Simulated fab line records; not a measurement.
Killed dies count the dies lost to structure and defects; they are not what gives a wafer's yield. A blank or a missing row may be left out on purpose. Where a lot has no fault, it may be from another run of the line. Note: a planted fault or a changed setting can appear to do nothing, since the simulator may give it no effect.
Matching of chambers | flow nandHarc | NHARC_A_STAIRCASE_DEP_151 on pecvd-04 has 3 sister chambers
The step deposits SiO2, target thk 7200 nm. 18 wafers are shown with their chamber, then 9 later ones without.

## EACH WAFER AND ITS CHAMBER
wafer  | chamber | heaterPowerW (W) | susceptorTempC (C)
L074.2 | 1       | 607              | 400.03
L074.3 | 2       | 651              | 399.74
L074.5 | 2       | 606              | 400.22
L074.1 | 0       | 782              | 399.57
L074.4 | 0       | 742              | 400.07
L074.6 | 1       | 548              | 399.95
L076.3 | 0       | 852              | 399.86
L076.5 | 2       | 601              | 400.08
L076.6 | 0       | 729              | 400.06
L078.4 | 0       | 756              | 400.20
L078.5 | 1       | 526              | 400.30
L078.6 | 2       | 599              | 399.99
L081.1 | 2       | 693              | 400.56
L081.2 | 1       | 590              | 400.27
L081.3 | 0       | 876              | 399.58
L082.1 | 0       | 797              | 400.31
L082.3 | 2       | 722              | 400.18
L082.5 | 1       | 549              | 399.64

SIGNATURES (averages over the wafers above)
reading        | chamber 0 | chamber 1 | chamber 2 | scatter within a chamber
heaterPowerW   | 790.57    | 564.00    | 645.33    | 49.5
susceptorTempC | 399.9500  | 400.0380  | 400.1283  | 0.279
Rule: for each reading, subtract the chamber's mean from the wafer's reading, divide by that reading's scatter and square the result; add these up over the readings and take the root, which gives the wafer's distance from the chamber. If the next closest chamber is less than 2 further off than the closest, the wafer can't be placed; otherwise it belongs to the closest. How the scatter is found: for the shown wafers, subtract from each reading the mean of its chamber, square and add these, divide the total by (wafers less chambers), then take the root.

## WAFERS MISSING THEIR CHAMBER
wafer  | heaterPowerW (W) | susceptorTempC (C)
L083.2 | 900              | 400.19
L083.5 | 754              | 400.21
L083.6 | 531              | 400.36
L087.1 | 643              | 400.66
L087.2 | 742              | 400.23
L087.4 | 561              | 400.09
L089.2 | 640              | 400.07
L089.3 | 811              | 399.98
L089.6 | 599              | 399.76

## WHICH CHAMBER EACH ONE RAN IN
wafer  | from the rows above     | in truth
L083.2 | 0                       | 0
L083.5 | can't be placed: 0 or 2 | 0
L083.6 | can't be placed: 1 or 2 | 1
L087.1 | can't be placed: 2 or 1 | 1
L087.2 | can't be placed: 0 or 2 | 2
L087.4 | can't be placed: 1 or 2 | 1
L089.2 | can't be placed: 2 or 1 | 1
L089.3 | 0                       | 0
L089.6 | can't be placed: 1 or 2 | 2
Correctly placed: 2 of 9. From these rows, 7 cannot be placed; in 7 the true chamber is one of the candidates. 0 placed wrongly.
